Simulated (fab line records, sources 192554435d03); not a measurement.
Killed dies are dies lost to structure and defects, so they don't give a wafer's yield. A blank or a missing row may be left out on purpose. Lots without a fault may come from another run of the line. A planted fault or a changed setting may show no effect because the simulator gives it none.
Chamber matching | flow n5_finfet | N5_BEOL_M0_SAQP_CUT_ETCH_46 on rie_diel-03: 4 sister chambers
The step etches SOC in N2/H2, target depth 135 nm, overetch 27 nm, time 202.5 s. 18 wafers are shown with their chamber, then 9 later ones without.

WAFERS WITH THEIR CHAMBER
wafer  | chamber | drypump_motor_current_A (A) | showerhead_plenum_p_Torr (Torr) | throttle_valve_pct (%)
L075.2 | 0       | 4.8                         | 2.49                            | 17.46
L075.3 | 2       | 5.3                         | 2.41                            | 17.98
L075.6 | 2       | 5.3                         | 2.41                            | 17.99
L076.1 | 1       | 6.0                         | 2.63                            | 18.02
L076.2 | 2       | 5.3                         | 2.41                            | 18.00
L076.4 | 1       | 6.0                         | 2.63                            | 18.03
L077.2 | 1       | 6.0                         | 2.62                            | 18.02
L077.5 | 3       | 5.5                         | 2.72                            | 17.55
L077.6 | 2       | 5.3                         | 2.41                            | 18.02
L085.2 | 1       | 6.0                         | 2.62                            | 18.04
L085.3 | 2       | 5.3                         | 2.40                            | 18.02
L085.4 | 3       | 5.5                         | 2.72                            | 17.58
L086.2 | 0       | 4.7                         | 2.48                            | 17.50
L086.3 | 3       | 5.5                         | 2.71                            | 17.58
L086.4 | 1       | 6.0                         | 2.62                            | 18.04
L088.1 | 1       | 6.0                         | 2.62                            | 18.06
L088.2 | 3       | 5.5                         | 2.71                            | 17.57
L088.4 | 2       | 5.3                         | 2.40                            | 18.03

SIGNATURES (means of the wafers above)
reading                  | chamber 0 | chamber 1 | chamber 2 | chamber 3 | scatter within a chamber
drypump_motor_current_A  | 4.750     | 6.000     | 5.300     | 5.500     | 0.0189
showerhead_plenum_p_Torr | 2.4850    | 2.6233    | 2.4067    | 2.7150    | 0.00546
throttle_valve_pct       | 17.4800   | 18.0350   | 18.0067   | 17.5700   | 0.0179
Rule: a wafer's distance from a chamber is the root of the sum, over the readings, of the square of ((its reading less the chamber's mean) divided by the reading's scatter). The wafer belongs to the nearest chamber; if the next one is less than 2 further off, it can't be placed. The scatter: the root of (the sum of the squares of (reading less its chamber's mean) over the shown wafers, divided by (wafers less chambers)).

WAFERS WITHOUT THEIR CHAMBER
wafer  | drypump_motor_current_A (A) | showerhead_plenum_p_Torr (Torr) | throttle_valve_pct (%)
L089.2 | 6.1                         | 2.62                            | 18.04
L089.3 | 5.3                         | 2.40                            | 18.04
L089.5 | 5.3                         | 2.40                            | 18.03
L094.1 | 4.7                         | 2.48                            | 17.53
L094.2 | 5.5                         | 2.71                            | 17.61
L094.3 | 6.0                         | 2.61                            | 18.06
L097.1 | 6.0                         | 2.61                            | 18.07
L097.2 | 5.5                         | 2.70                            | 17.62
L097.5 | 5.3                         | 2.71                            | 17.65

WHICH CHAMBER EACH WENT THROUGH
wafer  | from the rows above | in truth
L089.2 | 1                   | 1
L089.3 | 2                   | 2
L089.5 | 2                   | 2
L094.1 | 0                   | 0
L094.2 | 3                   | 3
L094.3 | 1                   | 1
L097.1 | 1                   | 1
L097.2 | 3                   | 3
L097.5 | 3                   | 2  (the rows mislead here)
Placed correctly: 8 of 9. Can't be placed from these rows: 0. Placed wrongly: 1.
